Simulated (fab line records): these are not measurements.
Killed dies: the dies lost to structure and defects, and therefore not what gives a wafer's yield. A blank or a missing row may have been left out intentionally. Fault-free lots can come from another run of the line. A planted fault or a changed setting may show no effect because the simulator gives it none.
Lot-split experiment / flow n5_finfet / on a route of 1938 steps: 7 lots, 21 wafers read

ABOUT THE SPLIT
At N5_BEOL_M3_ALD_98 (deposits SiO2, target thk 2.5 nm, pulse time 1 s, co reactant pulse time 1 s), the setting ald_cycles was moved away from the recipe's 17 on 3 of the 21 wafers read, by -11.8% to +17.6%. For the rest of the wafers, this setting stayed at what the recipe calls for.

The reading is taken at the split's own step.

THE READING
SiO2_of_BEOL_M3_ALD_98.thk_nm (the simulator's own value, which no gauge read), in nm, at N5_BEOL_M3_ALD_98 (deposits SiO2, target thk 2.5 nm, pulse time 1 s, co reactant pulse time 1 s). The file gives no usual value for it. The 18 wafers here that ran the recipe average 2.5 nm, standard deviation 0.097 nm.

wafer=L074.2; tool, chamber at the split=ald_sin-01, 2,3,0; ald_cycles as run=17; against the recipe=recipe; SiO2_of_BEOL_M3_ALD_98.thk_nm, nm=2.6; against lot-mates on the recipe=-
wafer=L074.3; tool, chamber at the split=ald_sin-01, 2,3,0; ald_cycles as run=17; against the recipe=recipe; SiO2_of_BEOL_M3_ALD_98.thk_nm, nm=2.6; against lot-mates on the recipe=-
wafer=L074.5; tool, chamber at the split=ald_sin-01, 2,3,0; ald_cycles as run=17; against the recipe=recipe; SiO2_of_BEOL_M3_ALD_98.thk_nm, nm=2.6; against lot-mates on the recipe=-
wafer=L078.3; tool, chamber at the split=ald_sin-03, 3,1; ald_cycles as run=17; against the recipe=recipe; SiO2_of_BEOL_M3_ALD_98.thk_nm, nm=2.6; against lot-mates on the recipe=-
wafer=L078.6; tool, chamber at the split=ald_sin-03, 3,1; ald_cycles as run=17; against the recipe=recipe; SiO2_of_BEOL_M3_ALD_98.thk_nm, nm=2.6; against lot-mates on the recipe=-
wafer=L078.5; tool, chamber at the split=ald_sin-03, 0; ald_cycles as run=15; against the recipe=-11.8%; SiO2_of_BEOL_M3_ALD_98.thk_nm, nm=2.2; against lot-mates on the recipe=-0.4
wafer=L082.3; tool, chamber at the split=ald_sin-01, 1,2; ald_cycles as run=17; against the recipe=recipe; SiO2_of_BEOL_M3_ALD_98.thk_nm, nm=2.4; against lot-mates on the recipe=-
wafer=L082.5; tool, chamber at the split=ald_sin-01, 1,2; ald_cycles as run=17; against the recipe=recipe; SiO2_of_BEOL_M3_ALD_98.thk_nm, nm=2.4; against lot-mates on the recipe=-
wafer=L082.6; tool, chamber at the split=ald_sin-01, 3; ald_cycles as run=20; against the recipe=+17.6%; SiO2_of_BEOL_M3_ALD_98.thk_nm, nm=3; against lot-mates on the recipe=+0.6
wafer=L085.1; tool, chamber at the split=ald_sin-01, 3,0,0; ald_cycles as run=17; against the recipe=recipe; SiO2_of_BEOL_M3_ALD_98.thk_nm, nm=2.6; against lot-mates on the recipe=-
wafer=L085.2; tool, chamber at the split=ald_sin-01, 3,0,0; ald_cycles as run=17; against the recipe=recipe; SiO2_of_BEOL_M3_ALD_98.thk_nm, nm=2.6; against lot-mates on the recipe=-
wafer=L085.6; tool, chamber at the split=ald_sin-01, 3,0,0; ald_cycles as run=17; against the recipe=recipe; SiO2_of_BEOL_M3_ALD_98.thk_nm, nm=2.6; against lot-mates on the recipe=-
wafer=L090.2; tool, chamber at the split=ald_sin-01, 3; ald_cycles as run=17; against the recipe=recipe; SiO2_of_BEOL_M3_ALD_98.thk_nm, nm=2.4; against lot-mates on the recipe=-
wafer=L090.5; tool, chamber at the split=ald_sin-01, 3; ald_cycles as run=17; against the recipe=recipe; SiO2_of_BEOL_M3_ALD_98.thk_nm, nm=2.4; against lot-mates on the recipe=-
wafer=L090.4; tool, chamber at the split=ald_sin-01, 2; ald_cycles as run=17; against the recipe=recipe; SiO2_of_BEOL_M3_ALD_98.thk_nm, nm=2.6; against lot-mates on the recipe=-
wafer=L091.2; tool, chamber at the split=ald_sin-01, 0; ald_cycles as run=17; against the recipe=recipe; SiO2_of_BEOL_M3_ALD_98.thk_nm, nm=2.6; against lot-mates on the recipe=-
wafer=L091.3; tool, chamber at the split=ald_sin-01, 2; ald_cycles as run=16; against the recipe=-5.9%; SiO2_of_BEOL_M3_ALD_98.thk_nm, nm=2.4; against lot-mates on the recipe=-0.1
wafer=L091.5; tool, chamber at the split=ald_sin-01, 1; ald_cycles as run=17; against the recipe=recipe; SiO2_of_BEOL_M3_ALD_98.thk_nm, nm=2.4; against lot-mates on the recipe=-
wafer=L094.3; tool, chamber at the split=ald_sin-02, 0; ald_cycles as run=17; against the recipe=recipe; SiO2_of_BEOL_M3_ALD_98.thk_nm, nm=2.6; against lot-mates on the recipe=-
wafer=L094.4; tool, chamber at the split=ald_sin-02, 1; ald_cycles as run=17; against the recipe=recipe; SiO2_of_BEOL_M3_ALD_98.thk_nm, nm=2.4; against lot-mates on the recipe=-
wafer=L094.5; tool, chamber at the split=ald_sin-02, 1; ald_cycles as run=17; against the recipe=recipe; SiO2_of_BEOL_M3_ALD_98.thk_nm, nm=2.4; against lot-mates on the recipe=-
When a row names more than one chamber, that row covers several wafers, and the file does not tell which wafer ran in which chamber.

FIT RESULTS
A straight line over all 21 wafers: SiO2_of_BEOL_M3_ALD_98.thk_nm changes by +0.0267 nm for each +1% of ald_cycles; r = +0.82; the points scatter about the line by 0.095 nm.
The same after taking each lot's own level away (the mean of its wafers on the recipe; 21 wafers): +0.0328 nm for each +1%; r = +0.93; scatter 0.066 nm.
On that fit, the largest move of ald_cycles shifts the reading by 0.58 nm.
The lots' own levels span 2.40 to 2.60 nm, that is 2.1 times the standard deviation above.
Thus the slope moves with the lot-to-lot level: the two fits are different.
Check: with one of the wafers moved furthest among these (+17.6%) left out of the fit, the line predicts +0.546 nm for it against its lot-mates. Against them it came out at +0.6 nm.

THESE WAFERS: OTHER SPLITS
These wafers also went through other splits before the reading. Each is held against what the fit with the lots' levels taken away leaves over:
other split on the same wafers=N5_MOL_CONTACT_COAG_COAT_62 spin_rpm; wafers away from the commonest value=3; r with SiO2_of_BEOL_M3_ALD_98.thk_nm (lot level and that fit taken away)=+0.03
other split on the same wafers=N5_BEOL_M0_SAQP_EXPOSE_11 dose_mj; wafers away from the commonest value=5; r with SiO2_of_BEOL_M3_ALD_98.thk_nm (lot level and that fit taken away)=-0.01
other split on the same wafers=N5_BEOL_M1_ILD_DEP_00 time_s; wafers away from the commonest value=3; r with SiO2_of_BEOL_M3_ALD_98.thk_nm (lot level and that fit taken away)=-0.18
other split on the same wafers=N5_BEOL_M1_PECVD_72 time_s; wafers away from the commonest value=6; r with SiO2_of_BEOL_M3_ALD_98.thk_nm (lot level and that fit taken away)=-0.05
other split on the same wafers=N5_BEOL_M2_HM_DEP_02 target_thk_a; wafers away from the commonest value=4; r with SiO2_of_BEOL_M3_ALD_98.thk_nm (lot level and that fit taken away)=-0.03
other split on the same wafers=N5_BEOL_M2_COAT_62 spin_rpm; wafers away from the commonest value=7; r with SiO2_of_BEOL_M3_ALD_98.thk_nm (lot level and that fit taken away)=-0.15

THE FILE'S OWN FIT
SiO2_of_BEOL_M3_ALD_98.thk_nm changes by +0.0328 nm for each +1% of ald_cycles, r = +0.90.
